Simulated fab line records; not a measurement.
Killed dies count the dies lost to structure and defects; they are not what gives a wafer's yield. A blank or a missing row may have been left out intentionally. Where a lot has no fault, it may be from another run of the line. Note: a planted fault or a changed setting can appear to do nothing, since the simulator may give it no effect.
What tool caused it? + flow nand_harc + 36 wafers from 12 lots sampled at 4 of the route's 1302 steps

== WHAT EACH GAUGE READ, for each wafer ==
NHARC_A_WL_FILL_INSPECT_15.
| lot  | measured     | on                | raw_defect_count |
|------|--------------|-------------------|------------------|
| L075 | day 21 21:34 | defect_inspect-01 | 388 402 341      |
| L077 | day 22 09:49 | defect_inspect-02 | 678 463 471      |
| L078 | day 22 16:49 | defect_inspect-01 | 612 332 556      |
| L082 | day 24 09:09 | defect_inspect-02 | 625 511 621      |
| L081 | day 25 03:08 | defect_inspect-02 | 578 451 464      |
| L085 | day 25 15:26 | defect_inspect-01 | 449 339 460      |
| L087 | day 26 14:34 | defect_inspect-02 | 501 478 551      |
| L090 | day 28 00:26 | defect_inspect-01 | 319 466 297      |
| L092 | day 28 20:25 | defect_inspect-01 | 566 529 476      |
| L093 | day 29 02:46 | defect_inspect-02 | 488 427 568      |
| L095 | day 30 01:01 | defect_inspect-01 | 386 389 527      |
| L097 | day 31 07:02 | defect_inspect-02 | 399 419 402      |

== EACH LOT AND THE TOOL THAT RAN IT (in order: tool; ch and the chambers of the sampled wafers; start) ==
| lot  | NHARC_A_WL_FILL_ETCHBACK_04       | NHARC_A_WL_FILL_CVD_20                   | NHARC_A_WL_FILL_CMP_12        |
|------|-----------------------------------|------------------------------------------|-------------------------------|
| L075 | rie_metal-02 ch 1, day 21 04:34   | cvd_w-02 ch 0,1, day 21 21:08 or earlier | cmp-04 ch 0,1,3, day 21 21:08 |
| L077 | rie_metal-02 ch 0,1, day 21 16:40 | cvd_w-02 ch 0,1, day 22 09:25 or earlier | cmp-01 ch 0,1,2, day 22 09:25 |
| L078 | rie_metal-03 ch 0,1, day 22 00:25 | cvd_w-02 ch 0,1, day 22 16:20 or earlier | cmp-01 ch 0,3, day 22 16:20   |
| L082 | rie_metal-01 ch 1, day 23 16:37   | cvd_w-01 ch 0,1, day 24 08:41 or earlier | cmp-01 ch 0,1,3, day 24 08:41 |
| L081 | rie_metal-03 ch 0,1, day 24 06:14 | cvd_w-01 ch 0,1, day 25 02:40 or earlier | cmp-04 ch 0,1,2, day 25 02:40 |
| L085 | rie_metal-02 ch 0,1, day 24 19:33 | cvd_w-01 ch 0,1, day 25 14:58 or earlier | cmp-01 ch 0,1,2, day 25 14:58 |
| L087 | rie_metal-03 ch 0,1, day 25 22:12 | cvd_w-01 ch 0,1, day 26 14:06 or earlier | cmp-03 ch 0,1, day 26 14:06   |
| L090 | rie_metal-03 ch 0,1, day 27 06:34 | cvd_w-01 ch 0,1, day 27 23:59 or earlier | cmp-03 ch 1,2,3, day 27 23:59 |
| L092 | rie_metal-02 ch 0,1, day 28 03:49 | cvd_w-02 ch 0,1, day 28 19:57 or earlier | cmp-01 ch 0,1,3, day 28 19:57 |
| L093 | rie_metal-01 ch 0,1, day 28 07:32 | cvd_w-02 ch 0,1, day 29 02:16 or earlier | cmp-01 ch 0,1,2, day 29 02:16 |
| L095 | rie_metal-01 ch 0,1, day 29 08:01 | cvd_w-01 ch 1, day 30 00:36 or earlier   | cmp-01 ch 0,1,2, day 30 00:36 |
| L097 | rie_metal-02 ch 0,1, day 30 13:31 | cvd_w-02 ch 0,1, day 31 06:34 or earlier | cmp-01 ch 0,1, day 31 06:34   |
- NHARC_A_WL_FILL_ETCHBACK_04: etches the open film in NF3, target depth 60 nm, time 120 s.
- NHARC_A_WL_FILL_CVD_20: deposits W, target thk 100 nm, time 74 s.
- NHARC_A_WL_FILL_CMP_12: polishes, t overpolish 30 s, target thk 100 nm.

== THE ANSWER, worked out from the rows above alone ==
Rule: the usual values come from the lots themselves. Put in order of their means at a reading, lots are off if they are a third of the lots or fewer, leave a main group of 4 or more, and stand apart from it by a gap of 3 or more times the standard deviation of the main group's means; of several such gaps the widest counts. Not used: any main group whose means are identical at the precision the tables above print for the reading. Also off: a lot with no number at a reading for which 4 or more lots have one. All remaining lots with rows at the step are treated as sound.
Nothing can be told from this: no lot is off at any reading shown.

== WHAT WAS PUT IN BY THE SIMULATOR ==
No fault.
